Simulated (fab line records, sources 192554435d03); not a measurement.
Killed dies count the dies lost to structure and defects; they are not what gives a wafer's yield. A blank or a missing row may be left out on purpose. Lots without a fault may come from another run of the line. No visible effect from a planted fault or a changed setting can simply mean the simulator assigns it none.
Lot-split experiment    flow n5-finfet    on a route of 1938 steps: 7 lots, 21 wafers read

## ABOUT THE SPLIT
At N5_BEOL_M0_SAQP_COAT_87 (time 60 s, resist thk 5 nm), the setting spin-rpm was moved away from the recipe's 1500 rpm on 6 of the 21 wafers read, by -6.2% to +10.7%. This setting was run at the recipe's value on the other wafers.

## FROM THE SPLIT TO THE READING: what the file shows between them, 3 steps
- N5_BEOL_M0_SAQP_COAT_34: resist thk 30 nm
- N5_BEOL_M0_SAQP_EBR_36
- N5_BEOL_M0_SAQP_DESCUM_45: chemistry O2, time 7 s

## THE READING
etch.depth-nm (the simulator's own value, which no gauge read), in nm, at N5_BEOL_M0_SAQP_ETCH_88 (etches underlayer in N2/H2, target depth 6.5 nm, time 5.2 s). No usual value for it is given in the file. Average 5.001 nm, standard deviation 0.018 nm, over the 15 wafers here run with the recipe.

wafer   tool, chamber at the split  spin-rpm as run, rpm  against the recipe  etch.depth-nm, nm  against lot-mates on the recipe
L074.1  litho-track-05, 0           1500                  recipe              5.002              -
L074.2  litho-track-05, 0           1500                  recipe              5.01               -
L074.4  litho-track-05, 0           1500                  recipe              5.003              -
L081.3  litho-track-05, 0           1407                  -6.2%               5.187              +0.160
L081.4  litho-track-05, 0           1500                  recipe              5.034              -
L081.6  litho-track-05, 0           1500                  recipe              5.019              -
L083.1  litho-track-03, 0           1500                  recipe              4.984              -
L083.5  litho-track-03, 0           1548                  +3.2%               4.913              -0.073
L083.6  litho-track-03, 0           1500                  recipe              4.988              -
L091.3  litho-track-01, 0           1642                  +9.5%               4.815              -0.214
L091.4  litho-track-01, 0           1642                  +9.5%               4.811              -0.218
L091.5  litho-track-01, 0           1500                  recipe              5.029              -
L092.1  litho-track-03, 0           1500                  recipe              5.004              -
L092.3  litho-track-03, 0           1660                  +10.7%              4.736              -0.268
L092.4  litho-track-03, 0           1660                  +10.7%              4.739              -0.265
L095.1  litho-track-01, 0           1500                  recipe              4.984              -
L095.3  litho-track-01, 0           1500                  recipe              4.971              -
L095.5  litho-track-01, 0           1500                  recipe              4.973              -
L097.1  litho-track-05, 0           1500                  recipe              5.004              -
L097.2  litho-track-05, 0           1500                  recipe              5.01               -
L097.3  litho-track-05, 0           1500                  recipe              4.999              -

FIT RESULTS
A straight line over all 21 wafers: etch.depth-nm changes by -0.0236 nm for each +1% of spin-rpm; r = -0.98; the points scatter about the line by 0.022 nm.
The same after taking each lot's own level away (the mean of its wafers on the recipe; 21 wafers): -0.0243 nm for each +1%; r = -1.00; scatter 0.0069 nm.
Per that fit: largest spin-rpm move, reading shift of 0.26 nm.
Across the lots, their own levels run from 4.9760 to 5.0290 nm, a range of 3.0 times the standard deviation given above.
So the lot-to-lot level changes the slope little: the two slopes agree.
Check: -0.254 nm against its lot-mates is what the line predicts for one of the wafers moved furthest among these (+10.7%) when that wafer is left out of the fit. It came out at -0.268 nm against them.

## OTHER SPLITS APPLIED TO THESE WAFERS
Before the reading, these wafers also passed through other splits. Each is held against what the fit with the lots' levels taken away leaves over:
other split on the same wafers           wafers away from the commonest value  r with etch.depth-nm (lot level and that fit taken away)
N5_GATE_CUT_HM_DEP_46 time-s             4                                     +0.10
N5_MOL_CONTACT_COAG_COAT_75 spin-rpm     3                                     -0.44
N5_MOL_CONTACT_COAG_ETCHBACK_135 time-s  3                                     -0.28
N5_MOL_CONTACT_COAG_VIA_ETCH_46 bias-w   8                                     -0.10
N5_BEOL_M0_SAQP_ETCH_107 bias-w          4                                     +0.41

## FILE'S OWN FIT
etch.depth-nm changes by -0.0242 nm for each +1% of spin-rpm, r = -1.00.
